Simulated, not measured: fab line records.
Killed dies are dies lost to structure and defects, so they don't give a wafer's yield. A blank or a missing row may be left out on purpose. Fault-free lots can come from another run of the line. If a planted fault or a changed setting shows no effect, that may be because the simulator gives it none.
fab line records	flow nand-harc
record lots=12	wafers=36	last-day=24
route steps=1159 shown A_BONDPAD@1085 THIN_TSV@1126 END@1159
lots that met no fault: from a run of the same line without faults
start-h: the number of hours between the record's first day and the start of the first shown wafer of the lot	wait-h: time in hours since the lot's previous step	" identical to the entry in the row above	L1.1+2: several wafers, shown together as one row	- no value present, or no start provided	* or withheld: withheld	< > ~ a bound
route shown NAME@n: a module of which the file shows steps, and the number in the route of the first	usual: mean/standard deviation taken from wafers without a fault	same: alike in all rows	chamber/n: place in a boat	sites: the reading at each site	_std_site: their standard deviation	_edge_site: mean of outer sites minus mean of inner sites	radius-mm: how far each site lies from the wafer's centre	mask NAME#n: copy n	behind: the most recent tool/chamber to have shaped the wafer	hold: cause of the lot's hold/its duration in hours/its outcome	device: transistor that didn't switch, given as n, p or np	end of line: tests of these same wafers at the route's end	for a step that has no rows: nothing shown but its recipe	killed: dies that structure and defects cost at the first sort, which is not the same as the wafer's yield	map: shows each die of a wafer: x if killed, . if not, _ if none is there
set.NAME: the setting as run; set.NAME@STEP: as run at that earlier step	model.NAME: the simulator's own value behind a step, which no gauge read
the route's steps for a sample of lots (tables are steps, rows are wafers)
services: when a tool's chamber went out of use (start-h, in hours from the record's first day, below 0 if earlier), for how many hours, and the reason
## steps
# step NHARC_A_BONDPAD_PVD_27
# recipe target-thk-a=300	chamber-pressure-pa=5	power-w=5000	substrate-temp-c=30	time-s=20.49	material=Cu
# usual throttle-valve-pct=29.7/0.69
lot.wafer	tool	chamber	start-h	wait-h	throttle-valve-pct
L924.4	pvd-sputter-03	-	421.03	-	31.1
L924.5	"	-	"	"	29.0
L924.6	"	-	"	"	29.3
L922.2	pvd-sputter-03	-	423.08	-	30.7
L922.4	"	-	"	"	29.2
L922.6	"	-	"	"	29.4
L926.4	pvd-sputter-01	-	428.21	-	30.2
L926.2	"	-	"	"	30.4
L926.5	"	-	"	"	30.0
L925.1	pvd-sputter-03	-	436.56	-	29.4
L925.3	"	-	"	"	30.9
L925.5	"	-	"	"	29.1
L928.4	pvd-sputter-03	-	442.13	-	29.7
L928.6	"	-	"	"	30.6
L928.5	"	-	"	"	29.5
L931.2	pvd-sputter-02	-	464.26	-	30.4
L931.1	"	-	"	"	30.0
L931.3	"	-	"	"	30.7
L937.1	pvd-sputter-01	-	492.21	-	30.0
L937.4	"	-	"	"	29.9
L937.5	"	-	"	"	30.2
L940.3	pvd-sputter-03	-	514.06	-	28.6
L940.1	"	-	"	"	28.9
L940.5	"	-	"	"	28.9
L939.4	pvd-sputter-03	-	518.73	-	30.8
L939.1	"	-	"	"	28.8
L939.5	"	-	"	"	28.5
L941.2	pvd-sputter-03	-	519.71	-	30.5
L941.3	"	-	"	"	29.1
L941.6	"	-	"	"	28.5
L943.4	pvd-sputter-03	-	524.12	-	28.9
L943.1	"	-	"	"	28.4
L943.5	"	-	"	"	28.8
L944.4	pvd-sputter-02	-	536.42	-	29.8
L944.2	"	-	"	"	30.7
L944.5	"	-	"	"	30.0
# step NHARC_THIN_TSV_STRIP_62
# recipe power-w=1500	temp-c=250	time-s=20	chemistry=N2/H2
# usual drypump-motor-current-A=5.5/0.59	heater-power-w=381/31
lot.wafer	tool	chamber	start-h	wait-h	drypump-motor-current-A	heater-power-w	rf-hours-counter-h
L924.4	plasma-asher-01	0	439.98	-	5.8	370	-
L924.6	"	0	"	"	5.7	375	-
L924.5	"	1	"	"	4.8	406	-
L922.2	plasma-asher-01	0	441.28	-	5.8	377	55
L922.4	"	0	"	"	5.8	379	-
L922.6	"	0	"	"	5.8	375	-
L926.2	plasma-asher-01	0	448.06	-	5.8	371	58
L926.4	"	1	"	"	4.8	409	-
L926.5	"	1	"	"	4.8	415	-
L925.1	plasma-asher-02	1	455.56	-	5.8	328	28
L925.3	"	1	"	"	5.8	317	-
L925.5	"	1	"	"	5.8	325	-
L928.4	plasma-asher-02	1	457.79	-	5.8	317	-
L928.6	"	0	"	"	6.5	367	-
L928.5	"	1	"	"	5.8	318	-
L931.1	plasma-asher-01	0	480.07	-	5.8	373	6
L931.2	"	1	"	"	4.8	425	6
L931.3	"	0	"	"	5.8	369	-
L937.1	plasma-asher-02	0	509.46	-	6.5	362	48
L937.4	"	0	"	"	6.5	359	-
L937.5	"	1	"	"	5.8	325	-
L939.1	plasma-asher-01	0	535.25	-	5.8	386	22
L939.4	"	0	"	"	5.8	376	-
L939.5	"	1	"	"	4.8	422	-
L940.1	plasma-asher-01	1	536.60	-	4.8	414	22
L940.3	"	0	"	"	5.8	361	-
L940.5	"	1	"	"	4.8	423	-
L941.2	plasma-asher-01	0	537.79	-	5.8	369	23
L941.3	"	0	"	"	5.8	373	-
L941.6	"	1	"	"	4.8	414	-
L943.1	plasma-asher-01	0	543.85	-	5.7	371	28
L943.4	"	1	"	"	4.9	423	-
L943.5	"	1	"	"	4.8	414	-
L944.2	plasma-asher-01	0	554.87	-	5.8	371	33
L944.4	"	1	"	"	4.8	416	-
L944.5	"	1	"	"	4.8	416	-
# step NHARC_THIN_TSV_DEGAS_49
# recipe temp-c=300	time-s=120
# usual heater-power-w=482/50	susceptor-temp-C=300.04/0.18
lot.wafer	tool	chamber	start-h	wait-h	heater-power-w	susceptor-temp-C
L924.4	pvd-sputter-02	-	440.10	0.1	453	-
L924.5	"	-	"	"	450	-
L924.6	"	-	"	"	496	-
L922.2	pvd-sputter-02	-	441.42	0.1	491	300.20
L922.4	"	-	"	"	512	300.23
L922.6	"	-	"	"	489	300.23
L926.2	pvd-sputter-01	-	448.26	0.2	394	299.75
L926.4	"	-	"	"	591	299.94
L926.5	"	-	"	"	471	299.98
L925.1	pvd-sputter-02	-	455.75	0.2	495	300.18
L925.3	"	-	"	"	514	300.24
L925.5	"	-	"	"	519	300.23
L928.4	pvd-sputter-02	-	457.90	0.1	499	299.90
L928.6	"	-	"	"	451	299.95
L928.5	"	-	"	"	499	299.85
L931.3	pvd-sputter-02	-	480.25	0.1	452	299.98
L931.1	"	-	"	"	514	300.10
L931.2	"	-	"	"	497	300.24
L937.4	pvd-sputter-03	-	509.64	0.1	534	299.96
L937.1	"	-	"	"	503	300.00
L937.5	"	-	"	"	547	300.31
L939.4	pvd-sputter-01	-	535.40	0.1	419	299.92
L939.1	"	-	"	"	487	299.72
L939.5	"	-	"	"	559	300.29
L940.1	pvd-sputter-02	-	536.77	0.1	515	300.35
L940.3	"	-	"	"	489	300.35
L940.5	"	-	"	"	505	300.12
L941.2	pvd-sputter-01	-	537.98	0.2	422	299.88
L941.3	"	-	"	"	569	299.98
L941.6	"	-	"	"	404	300.01
L943.1	pvd-sputter-03	-	544.02	0.1	543	299.96
L943.4	"	-	"	"	495	299.98
L943.5	"	-	"	"	534	300.07
L944.2	pvd-sputter-01	-	555.02	0.1	499	300.17
L944.4	"	-	"	"	579	300.22
L944.5	"	-	"	"	483	299.97
# step NHARC_THIN_TSV_PRE_CLEAN_54
# recipe time-s=30	temp-c=280	gas=H2/He
# usual heater-power-w=424/47	susceptor-temp-C=279.98/0.18
lot.wafer	tool	chamber	start-h	wait-h	heater-power-w	susceptor-temp-C
L924.4	pvd-sputter-02	-	442.41	0.1	405	-
L924.5	"	-	"	"	450	-
L924.6	"	-	"	"	444	-
L922.4	pvd-sputter-01	-	443.50	0.1	503	280.09
L922.2	"	-	"	"	351	280.04
L922.6	"	-	"	"	436	280.01
L926.2	pvd-sputter-03	-	450.34	0.1	372	279.92
L926.4	"	-	"	"	512	279.88
L926.5	"	-	"	"	439	280.16
L925.3	pvd-sputter-01	-	457.84	0.1	355	-
L925.1	"	-	"	"	506	-
L925.5	"	-	"	"	342	-
L928.4	pvd-sputter-02	-	459.97	0.1	424	279.95
L928.5	"	-	"	"	402	280.10
L928.6	"	-	"	"	436	280.31
L931.2	pvd-sputter-02	-	482.30	0.0	445	280.08
L931.1	"	-	"	"	423	279.90
L931.3	"	-	"	"	440	280.01
L937.4	pvd-sputter-03	-	511.71	0.0	454	280.27
L937.1	"	-	"	"	475	280.06
L937.5	"	-	"	"	444	279.96
L939.1	pvd-sputter-02	-	537.50	0.1	457	279.94
L939.4	"	-	"	"	439	279.55
L939.5	"	-	"	"	457	279.99
L940.3	pvd-sputter-01	-	538.83	0.1	354	279.93
L940.1	"	-	"	"	367	279.94
L940.5	"	-	"	"	423	280.02
L941.2	pvd-sputter-03	-	540.33	0.0	470	280.09
L941.3	"	-	"	"	373	279.83
L941.6	"	-	"	"	464	279.92
L943.1	pvd-sputter-01	-	546.09	0.1	353	-
L943.4	"	-	"	"	504	-
L943.5	"	-	"	"	342	-
L944.4	pvd-sputter-01	-	557.44	0.1	352	280.07
L944.2	"	-	"	"	501	280.00
L944.5	"	-	"	"	447	279.97
# step NHARC_END_SORT_01
# recipe temp-c=25
# usual defect-limited-yield=95.5/1.3	killed-at-array=27/8.8	killed-at-other=0.4/0.82	killed-at-periphery=3.1/2.1	killed-dies=31/8.8	killed-open=3.3/2	killed-short=2.0/1.4	sort_bin_2_pct=1.3/0.56	sort_bin_3_pct=0.25/0.21	sort_bin_4_pct=2.9/0.89	sort-n-pass=646/8.8	sort-rim-yield-pct=95.8/2.7	sort-yield-pct=95.5/1.3
# same gross-dies=677	sort_bin_5_pct[%]=0	sort_bin_6_pct[%]=0	sort_bin_7_pct[%]=0	sort_bin_8_pct[%]=0	sort-rim-n-gross=106.00
lot.wafer	tool	chamber	start-h	wait-h	defect-limited-yield[%]	killed-at-array	killed-at-other	killed-at-periphery	killed-dies	killed-open	killed-short	sort_bin_2_pct[%]	sort_bin_3_pct[%]	sort_bin_4_pct[%]	sort-n-pass	sort-rim-yield-pct[%]	sort-yield-pct[%]
L924.4	prober-02	0	454.60	3.4	94.7	33	0	3	36	3	4	1.9	0.30	3.1	641	96.2	94.7
L924.5	prober-02	0	455.40	3.7	93.5	40	1	3	44	5	3	3.1	0.44	3.0	633	97.2	93.5
L924.6	prober-02	0	456.21	4.0	93.4	40	0	5	45	4	3	1.2	0.30	5.2	632	94.3	93.4
L922.2	prober-01	0	459.74	2.8	95.7	29	0	0	29	5	3	1.0	0	3.2	648	97.2	95.7
L922.4	prober-01	0	461.35	3.4	97.2	18	0	1	19	5	0	0.9	0	1.9	658	97.2	97.2
L922.6	prober-01	0	462.97	4.0	96.8	21	0	1	22	2	1	0.7	0	2.5	655	95.3	96.8
L926.2	prober-02	0	468.61	2.8	96.5	20	0	4	24	5	2	1.5	0.30	1.8	653	96.2	96.5
L926.4	prober-02	0	470.22	3.4	96.6	18	0	5	23	4	3	1.0	0.30	2.1	654	95.3	96.6
L926.5	prober-02	0	471.02	3.7	96.6	18	0	5	23	5	2	1.3	0	2.1	654	95.3	96.6
L925.1	prober-01	0	474.56	2.5	94.4	37	0	1	38	3	1	1.2	0.15	4.3	639	95.3	94.4
L925.3	prober-01	0	476.16	3.1	94.2	37	1	1	39	3	1	1.8	0.30	3.7	638	93.4	94.2
L925.5	prober-01	0	477.76	3.7	95.7	29	0	0	29	0	0	0.9	0.15	3.2	648	95.3	95.7
L928.4	prober-02	0	477.97	3.4	94.8	33	0	2	35	6	1	1.6	0.15	3.4	642	97.2	94.8
L928.5	prober-02	0	478.77	3.7	95.4	25	0	6	31	4	3	1.0	0.15	3.4	646	97.2	95.4
L928.6	prober-02	0	479.57	4.0	94.8	32	0	3	35	6	1	1.6	0	3.5	642	99.1	94.8
L931.1	prober-01	0	497.92	2.5	97.3	13	0	5	18	4	2	0.4	0	2.2	659	98.1	97.3
L931.2	prober-01	0	498.72	2.8	96.6	15	0	8	23	2	0	1.5	0.30	1.6	654	96.2	96.6
L931.3	prober-01	0	499.52	3.1	97.6	13	0	3	16	2	1	0.7	0	1.6	661	98.1	97.6
L937.1	prober-02	0	524.84	2.5	84.0	106	0	2	108	2	2	5.8	5.61	4.6	569	95.3	84.0
L937.4	prober-02	0	527.26	3.4	95.7	25	1	3	29	2	4	1.3	0.30	2.7	648	98.1	95.7
L937.5	prober-02	0	528.06	3.7	96.6	19	0	4	23	2	2	1.0	0.15	2.2	654	99.1	96.6
L939.1	prober-02	0	546.00	2.5	95.4	26	0	5	31	8	0	1.5	0.30	2.8	646	95.3	95.4
L939.4	prober-02	0	548.40	3.4	96.2	24	0	2	26	5	1	1.2	0.15	2.5	651	95.3	96.2
L939.5	prober-02	0	549.20	3.7	95.9	27	0	1	28	6	1	1.2	0.30	2.7	649	92.5	95.9
L940.1	prober-02	0	553.82	2.5	94.4	25	3	10	38	3	4	1.0	0.44	4.1	639	98.1	94.4
L940.3	prober-02	0	555.40	3.1	95.6	27	0	3	30	2	0	1.3	0.59	2.5	647	99.1	95.6
L940.5	prober-02	0	556.98	3.7	95.7	22	1	6	29	2	4	0.9	0.15	3.2	648	99.1	95.7
L941.2	prober-01	0	554.68	2.8	95.3	27	0	5	32	4	0	1.2	0.30	3.2	645	95.3	95.3
L941.3	prober-01	0	555.48	3.1	96.0	26	0	1	27	6	2	0.6	0.15	3.2	650	97.2	96.0
L941.6	prober-01	0	557.86	4.0	94.8	31	1	3	35	2	1	1.8	0.44	3.0	642	92.5	94.8
L943.1	prober-01	0	561.68	2.5	94.7	33	0	3	36	2	0	2.1	0.30	3.0	641	99.1	94.7
L943.4	prober-01	0	564.06	3.4	95.3	25	0	7	32	2	2	1.2	0.15	3.4	645	98.1	95.3
L943.5	prober-01	0	564.86	3.7	94.7	35	0	1	36	1	2	1.8	0.30	3.2	641	99.1	94.7
L944.2	prober-02	0	570.12	2.8	92.2	53	0	0	53	2	0	2.2	0.15	5.5	624	93.4	92.2
L944.4	prober-02	0	571.69	3.4	93.4	41	0	4	45	7	1	1.6	0.89	4.1	632	94.3	93.4
L944.5	prober-02	0	572.48	3.6	92.6	49	0	1	50	6	2	2.2	0.30	4.9	627	93.4	92.6
# killed by level:class
L924.4 A_CHANNEL_HOLE_D1:chamber-film-flake=13 A_SLIT:chamber-film-flake=9 A_CONTACT:chamber-film-flake=4 A_CONTACT:geometric-particle:short=2 P_GATE:chamber-film-flake=2 P_M2:geometric-particle:open=1 A_CHANNEL_FILL_D1:geometric-particle:open=1 A_CHANNEL_FILL_D1:geometric-particle:short=1
L924.5 A_CHANNEL_HOLE_D1:chamber-film-flake=18 A_SLIT:chamber-film-flake=7 A_STAIRCASE:chamber-film-flake=5 A_CONTACT:chamber-film-flake=5 P_CONTACT:geometric-particle:open=1 P_M0:geometric-particle:short=1 P_M1:geometric-particle:open=1 A_ONON_D1:geometric-particle:short=1
L924.6 A_CHANNEL_HOLE_D1:chamber-film-flake=14 A_SLIT:chamber-film-flake=9 A_CONTACT:chamber-film-flake=6 P_ZERO_WELL:chamber-film-flake=3 A_STAIRCASE:chamber-film-flake=3 A_CHANNEL_FILL_D1:geometric-particle:short=2 A_CONTACT:geometric-particle:open=2 A_ZERO_WELL:chamber-film-flake=2
L922.2 A_SLIT:chamber-film-flake=9 A_STAIRCASE:chamber-film-flake=7 A_ONON_D1:geometric-particle:open=2 A_WL_FILL:geometric-particle:short=2 A_CHANNEL_HOLE_D1:chamber-film-flake=2 A_CONTACT:chamber-film-flake=2 A_CHANNEL_HOLE_D1:geometric-particle:open=1 A_CHANNEL_FILL_D1:geometric-particle:open=1
L922.4 A_SLIT:chamber-film-flake=7 A_CONTACT:chamber-film-flake=3 A_CHANNEL_HOLE_D1:chamber-film-flake=2 P_M0:geometric-particle:open=1 A_SGD_CUT:geometric-particle:open=1 A_WL_FILL:geometric-particle:open=1 A_CONTACT:geometric-particle:open=1 A_M0:geometric-particle:open=1
L922.6 A_SLIT:chamber-film-flake=12 A_CONTACT:chamber-film-flake=4 A_STAIRCASE:chamber-film-flake=3 P_GATE:geometric-particle:open=1 A_CHANNEL_FILL_D1:geometric-particle:short=1 A_SGD_CUT:geometric-particle:open=1
L926.2 A_SLIT:chamber-film-flake=7 A_CHANNEL_HOLE_D1:chamber-film-flake=3 P_M0:geometric-particle:open=2 A_STAIRCASE:chamber-film-flake=2 A_SGD_CUT:chamber-film-flake=2 A_CONTACT:chamber-film-flake=2 P_CONTACT:geometric-particle:open=1 A_WL_FILL:geometric-particle:short=1
L926.4 A_SLIT:chamber-film-flake=4 A_CONTACT:geometric-particle:open=3 P_ZERO_WELL:chamber-film-flake=3 A_STAIRCASE:chamber-film-flake=3 A_CHANNEL_HOLE_D1:chamber-film-flake=2 A_WL_FILL:chamber-film-flake=2 P_M0:geometric-particle:open=1 A_CHANNEL_FILL_D1:geometric-particle:short=1
L926.5 A_SLIT:chamber-film-flake=7 A_CONTACT:geometric-particle:open=2 P_ZERO_WELL:chamber-film-flake=2 A_CHANNEL_HOLE_D1:chamber-film-flake=2 A_STAIRCASE:chamber-film-flake=2 A_CONTACT:chamber-film-flake=2 P_GATE:geometric-particle:open=1 P_CONTACT:geometric-particle:short=1
L925.1 A_CHANNEL_HOLE_D1:chamber-film-flake=10 A_SLIT:chamber-film-flake=7 A_M1:chamber-film-flake=6 A_CONTACT:chamber-film-flake=3 A_CONTACT:geometric-particle:open=2 A_ZERO_WELL:chamber-film-flake=2 A_WL_FILL:chamber-film-flake=2 A_BLC:chamber-film-flake=2
L925.3 A_CHANNEL_HOLE_D1:chamber-film-flake=13 A_SLIT:chamber-film-flake=12 A_CONTACT:chamber-film-flake=4 A_STAIRCASE:chamber-film-flake=2 P_M0:geometric-particle:open=1 A_WL_FILL:geometric-particle:short=1 A_CONTACT:geometric-particle:open=1 STARTING-WAFER:geometric-particle:open=1
L925.5 A_SLIT:chamber-film-flake=10 A_CHANNEL_HOLE_D1:chamber-film-flake=9 A_STAIRCASE:chamber-film-flake=3 A_CONTACT:chamber-film-flake=3 A_M1:chamber-film-flake=2 A_ZERO_WELL:chamber-film-flake=1 A_CHANNEL_FILL_D1:chamber-film-flake=1
L928.4 A_CHANNEL_HOLE_D1:chamber-film-flake=13 A_CONTACT:chamber-film-flake=5 A_M1:chamber-film-flake=4 A_STAIRCASE:chamber-film-flake=3 A_SOURCE_PLATE:geometric-particle:open=2 P_M2:geometric-particle:open=1 A_STAIRCASE:geometric-particle:open=1 A_WL_FILL:geometric-particle:short=1
L928.5 A_CHANNEL_HOLE_D1:chamber-film-flake=8 A_STAIRCASE:chamber-film-flake=7 A_CONTACT:chamber-film-flake=3 A_CONTACT:geometric-particle:short=2 A_M1:chamber-film-flake=2 P_CONTACT:geometric-particle:open=1 P_M0:geometric-particle:open=1 P_M1:geometric-particle:open=1
L928.6 A_CHANNEL_HOLE_D1:chamber-film-flake=14 A_STAIRCASE:chamber-film-flake=5 P_ZERO_WELL:chamber-film-flake=3 A_CONTACT:chamber-film-flake=3 A_CONTACT:geometric-particle:open=2 A_BLC:geometric-particle:open=2 A_CHANNEL_FILL_D1:geometric-particle:open=1 A_WL_FILL:geometric-particle:short=1
L931.1 P_BONDPAD:chamber-film-flake=5 A_CHANNEL_HOLE_D1:chamber-film-flake=4 A_CONTACT:chamber-film-flake=2 A_ONON_D1:geometric-particle:short=1 A_ONON_D1:geometric-particle:open=1 A_CHANNEL_FILL_D1:geometric-particle:open=1 A_WL_FILL:geometric-particle:short=1 A_CONTACT:geometric-particle:open=1
L931.2 P_BONDPAD:chamber-film-flake=5 A_CONTACT:chamber-film-flake=5 A_CHANNEL_HOLE_D1:chamber-film-flake=4 A_STAIRCASE:chamber-film-flake=4 P_M0:geometric-particle:open=1 A_WL_FILL:geometric-particle:open=1 P_ZERO_WELL:chamber-film-flake=1 P_CONTACT:chamber-film-flake=1
L931.3 A_CONTACT:chamber-film-flake=6 P_BONDPAD:chamber-film-flake=3 A_CHANNEL_HOLE_D1:chamber-film-flake=3 A_CHANNEL_HOLE_D1:geometric-particle:open=1 A_STAIRCASE:geometric-particle:open=1 A_CONTACT:geometric-particle:short=1 A_STAIRCASE:chamber-film-flake=1
L937.1 A_BONDPAD:unspecified=98 A_CHANNEL_HOLE_D1:chamber-film-flake=3 P_M0:geometric-particle:short=1 A_ONON_D1:geometric-particle:short=1 A_CHANNEL_FILL_D1:geometric-particle:open=1 A_CONTACT:geometric-particle:open=1 P_GATE:chamber-film-flake=1 A_CHANNEL_FILL_D1:chamber-film-flake=1
L937.4 A_CHANNEL_HOLE_D1:chamber-film-flake=18 P_GATE:chamber-film-flake=2 P_M2:geometric-particle:open=1 A_CHANNEL_HOLE_D1:geometric-particle:short=1 A_CHANNEL_FILL_D1:geometric-particle:short=1 A_CHANNEL_FILL_D1:geometric-particle:open=1 A_WL_FILL:geometric-particle:short=1 STARTING-WAFER:geometric-particle:short=1
L937.5 A_CHANNEL_HOLE_D1:chamber-film-flake=15 P_GATE:chamber-film-flake=3 P_CONTACT:geometric-particle:open=1 A_ONON_D1:geometric-particle:short=1 A_CHANNEL_FILL_D1:geometric-particle:short=1 A_BLC:geometric-particle:open=1 A_STAIRCASE:chamber-film-flake=1
L939.1 A_CHANNEL_HOLE_D1:chamber-film-flake=9 A_SLIT:chamber-film-flake=9 P_M0:geometric-particle:open=3 A_M0:geometric-particle:open=2 A_CONTACT:chamber-film-flake=2 A_CONTACT:geometric-particle:open=1 A_WL_FILL:geometric-particle:open=1 A_BLC:geometric-particle:open=1
L939.4 A_SLIT:chamber-film-flake=14 A_CHANNEL_HOLE_D1:chamber-film-flake=3 A_CHANNEL_FILL_D1:geometric-particle:open=2 A_CHANNEL_FILL_D1:geometric-particle:short=1 A_CONTACT:geometric-particle:open=1 A_BLC:geometric-particle:open=1 A_M0:geometric-particle:open=1 P_STI:chamber-film-flake=1
L939.5 A_SLIT:chamber-film-flake=11 A_CHANNEL_HOLE_D1:chamber-film-flake=5 A_CONTACT:chamber-film-flake=4 A_M0:geometric-particle:open=2 P_M0:geometric-particle:open=1 A_ONON_D1:geometric-particle:open=1 A_STAIRCASE:geometric-particle:short=1 A_CONTACT:geometric-particle:open=1
L940.1 A_CHANNEL_HOLE_D1:chamber-film-flake=17 P_STI:chamber-film-flake=4 P_M0:chamber-film-flake=4 A_STAIRCASE:geometric-particle:open=2 A_STAIRCASE:chamber-film-flake=2 THIN_TSV:chamber-film-flake=2 P_M1:geometric-particle:short=1 A_ONON_D1:geometric-particle:short=1
L941.2 A_SLIT:chamber-film-flake=12 A_CHANNEL_HOLE_D1:chamber-film-flake=5 A_WL_FILL:chamber-film-flake=3 A_CONTACT:chamber-film-flake=3 A_CHANNEL_FILL_D1:geometric-particle:open=2 P_STI:chamber-film-flake=2 A_ONON_D1:geometric-particle:open=1 A_BLC:geometric-particle:open=1
L940.3 A_CHANNEL_HOLE_D1:chamber-film-flake=21 A_STAIRCASE:chamber-film-flake=4 A_CHANNEL_FILL_D1:geometric-particle:open=1 P_STI:chamber-film-flake=1 A_BLC:geometric-particle:open=1 P_GATE:chamber-film-flake=1 P_M0:chamber-film-flake=1
L941.3 A_SLIT:chamber-film-flake=11 A_CONTACT:geometric-particle:open=2 A_CHANNEL_HOLE_D1:chamber-film-flake=2 A_STAIRCASE:chamber-film-flake=2 A_SOURCE_PLATE:geometric-particle:short=1 A_ONON_D1:geometric-particle:open=1 A_WL_FILL:geometric-particle:open=1 A_BLC:geometric-particle:open=1
L940.5 A_CHANNEL_HOLE_D1:chamber-film-flake=16 P_M0:chamber-film-flake=3 P_STI:chamber-film-flake=2 A_ONON_D1:geometric-particle:short=1 A_CONTACT:geometric-particle:open=1 A_CONTACT:geometric-particle:short=1 A_BLC:geometric-particle:short=1 A_M0:geometric-particle:open=1
L941.6 A_SLIT:chamber-film-flake=14 A_CHANNEL_HOLE_D1:chamber-film-flake=6 A_STAIRCASE:chamber-film-flake=3 A_CONTACT:chamber-film-flake=3 A_CHANNEL_FILL_D1:chamber-film-flake=1 A_CHANNEL_HOLE_D1:geometric-particle:open=1 A_CHANNEL_FILL_D1:geometric-particle:short=1 A_WL_FILL:geometric-particle:open=1
L943.1 A_CHANNEL_HOLE_D1:chamber-film-flake=26 A_STAIRCASE:chamber-film-flake=3 P_M0:geometric-particle:open=1 A_WL_FILL:geometric-particle:open=1 P_GATE:chamber-film-flake=1 P_M1:chamber-film-flake=1 A_SLIT:chamber-film-flake=1 A_WL_FILL:chamber-film-flake=1
L943.4 A_CHANNEL_HOLE_D1:chamber-film-flake=20 P_GATE:chamber-film-flake=3 P_STI:chamber-film-flake=2 A_STAIRCASE:chamber-film-flake=2 P_CONTACT:geometric-particle:short=1 P_M0:geometric-particle:short=1 A_WL_FILL:geometric-particle:open=1 A_BLC:geometric-particle:open=1
L943.5 A_CHANNEL_HOLE_D1:chamber-film-flake=25 A_WL_FILL:chamber-film-flake=3 A_CONTACT:chamber-film-flake=3 P_M0:geometric-particle:open=1 A_SOURCE_PLATE:geometric-particle:short=1 A_CHANNEL_FILL_D1:geometric-particle:short=1 A_STAIRCASE:chamber-film-flake=1 A_SLIT:chamber-film-flake=1
L944.2 A_CHANNEL_HOLE_D1:chamber-film-flake=26 A_SLIT:chamber-film-flake=18 A_CONTACT:chamber-film-flake=3 A_STAIRCASE:chamber-film-flake=2 A_ONON_D1:geometric-particle:open=1 A_SGD_CUT:geometric-particle:open=1 A_WL_FILL:chamber-film-flake=1 A_BLC:chamber-film-flake=1
L944.4 A_CHANNEL_HOLE_D1:chamber-film-flake=18 A_SLIT:chamber-film-flake=12 A_STAIRCASE:chamber-film-flake=3 A_WL_FILL:geometric-particle:open=2 A_CONTACT:geometric-particle:open=2 P_BONDPAD:chamber-film-flake=2 P_CONTACT:geometric-particle:open=1 P_BONDPAD:geometric-particle:open=1
L944.5 A_CHANNEL_HOLE_D1:chamber-film-flake=22 A_SLIT:chamber-film-flake=12 A_CONTACT:chamber-film-flake=5 A_M0:geometric-particle:open=2 A_BLC:chamber-film-flake=2 A_SOURCE_PLATE:geometric-particle:open=1 A_SOURCE_PLATE:geometric-particle:short=1 A_ONON_D1:geometric-particle:short=1
## services
tool	chamber	start-h	hours	kind
pvd-sputter-02	-	443.94	0.5	repair
plasma-asher-01	-	454.88	9.0	pm
plasma-asher-01	0	454.88	9.0	vent-cycle
plasma-asher-01	1	454.88	9.0	vent-cycle
pvd-sputter-03	-	458.00	10.0	pm
plasma-asher-01	0	463.88	-	clean
plasma-asher-01	1	463.88	-	clean
pvd-sputter-01	-	475.46	8.3	repair
pvd-sputter-02	-	507.99	11.2	repair
pvd-sputter-01	-	514.00	10.0	pm
pvd-sputter-02	-	523.10	0.7	repair
plasma-asher-02	-	537.66	9.0	pm
plasma-asher-02	0	537.66	9.0	vent-cycle
plasma-asher-02	1	537.66	9.0	vent-cycle
pvd-sputter-03	-	538.65	0.9	repair
plasma-asher-02	0	546.66	-	clean
plasma-asher-02	1	546.66	-	clean
pvd-sputter-03	-	549.09	1.6	repair
## key
first-sign step=NHARC_END_SORT_01	reading=killed-at-array	direction=up	sigmas=8.9	usual=27	struck=106
effect step=NHARC_END_SORT_01	reading=killed-dies	direction=up	sigmas=8.7	usual=31	struck=108
more-kills-born-at NHARC_A_BONDPAD_PVD_27@pvd-sputter-01=98
met-at NHARC_A_BONDPAD_PVD_27
struck-lots L937
struck-wafers L937.1
not-acting-at NHARC_THIN_TSV_STRIP_62,NHARC_THIN_TSV_DEGAS_49,NHARC_THIN_TSV_PRE_CLEAN_54
fault kind=chamber-particle-source	tool=pvd-sputter-01	chamber=-	onset-h=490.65	steps=NHARC_A_BONDPAD_PVD_27	rate-per-visit-cm2=1.7114	end-h=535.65	scope=struck-wafers-only
